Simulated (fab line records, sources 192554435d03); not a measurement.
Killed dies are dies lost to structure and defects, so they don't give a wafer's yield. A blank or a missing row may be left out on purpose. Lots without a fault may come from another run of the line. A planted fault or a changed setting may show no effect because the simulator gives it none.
Which tool did it? | flow n5_finfet | 12 lots, 36 wafers sampled, at 3 steps of a route of 1938

WHAT THE GAUGES READ, wafer by wafer
N5_BEOL_M15_THK_MEAS_01.
lot  | measured     | on            | M15_ILD_THK (nm)
L076 | day 11 02:50 | film_metro-02 | 1649 1672 1669
L077 | day 12 04:19 | film_metro-02 | 1640 1629 1636
L079 | day 12 10:59 | film_metro-02 | 1670 1675 1644
L080 | day 13 07:02 | film_metro-01 | 1603 1657 1621
L083 | day 13 13:35 | film_metro-01 | 1622 1654 1650
L086 | day 14 03:25 | film_metro-01 | 1642 1661 1667
L087 | day 14 13:42 | film_metro-01 | 1594 1592 1603
L089 | day 15 05:05 | film_metro-01 | 1615 1587 1606
L093 | day 16 05:05 | film_metro-01 | 1621 1645 1648
L092 | day 16 10:29 | film_metro-02 | 1657 1663 1673
L095 | day 17 01:15 | film_metro-01 | 1631 1676 1648
L097 | day 17 13:35 | film_metro-02 | 1620 1653 1650

WHICH TOOL RAN EACH LOT (tool, then ch and the chambers of the sampled wafers, then the start)
lot  | N5_BEOL_M14_ETCH_59                | N5_BEOL_M14_PRE_CLEAN_42
L076 | rie_diel-04 ch 0,3, day 10 21:40   | pvd_sputter-03, day 11 00:17
L077 | rie_diel-05 ch 0,1,3, day 11 21:56 | pvd_sputter-02, day 12 02:44
L079 | rie_diel-05 ch 1,3, day 12 06:13   | pvd_sputter-02, day 12 08:50
L080 | rie_diel-02 ch 1,2,3, day 13 00:45 | pvd_sputter-03, day 13 05:19
L083 | rie_diel-04 ch 1,2,3, day 13 08:04 | pvd_sputter-01, day 13 11:46
L086 | rie_diel-04 ch 0,3, day 13 19:44   | pvd_sputter-03, day 14 01:52
L087 | rie_diel-05 ch 1,2,3, day 14 07:45 | pvd_sputter-02, day 14 11:42
L089 | rie_diel-02 ch 1,2,3, day 14 21:58 | pvd_sputter-01, day 15 03:32
L093 | rie_diel-02 ch 0,1,3, day 15 20:53 | pvd_sputter-02, day 16 03:32
L092 | rie_diel-02 ch 0,2,3, day 16 05:23 | pvd_sputter-01, day 16 08:50
L095 | rie_diel-04 ch 1,2,3, day 16 20:46 | pvd_sputter-03, day 16 23:42
L097 | rie_diel-05 ch 0,2,3, day 17 05:59 | pvd_sputter-02, day 17 11:39
- N5_BEOL_M14_ETCH_59: etches BARC in N2/H2, target depth 89 nm, overetch 26.7 nm, time 67.9 s.
- N5_BEOL_M14_PRE_CLEAN_42: time 30 s.

THE ANSWER, worked out from the rows above alone
Rule: what is usual is taken from the lots themselves. Put in order of their means at a reading, lots are off if they are a third of the lots or fewer, leave a main group of 4 or more, and stand apart from it by a gap of 3 or more times the standard deviation of the main group's means; of several such gaps the widest counts. A main group whose means are all the same, to the digits that the tables above print for the reading, isn't used. A lot without any number at a reading at which 4 lots or more have one is off too. The other lots that the step has rows for count as sound.
No lot is off at any reading shown: from this, nothing can be told.

WHAT THE SIMULATOR HAD PUT IN
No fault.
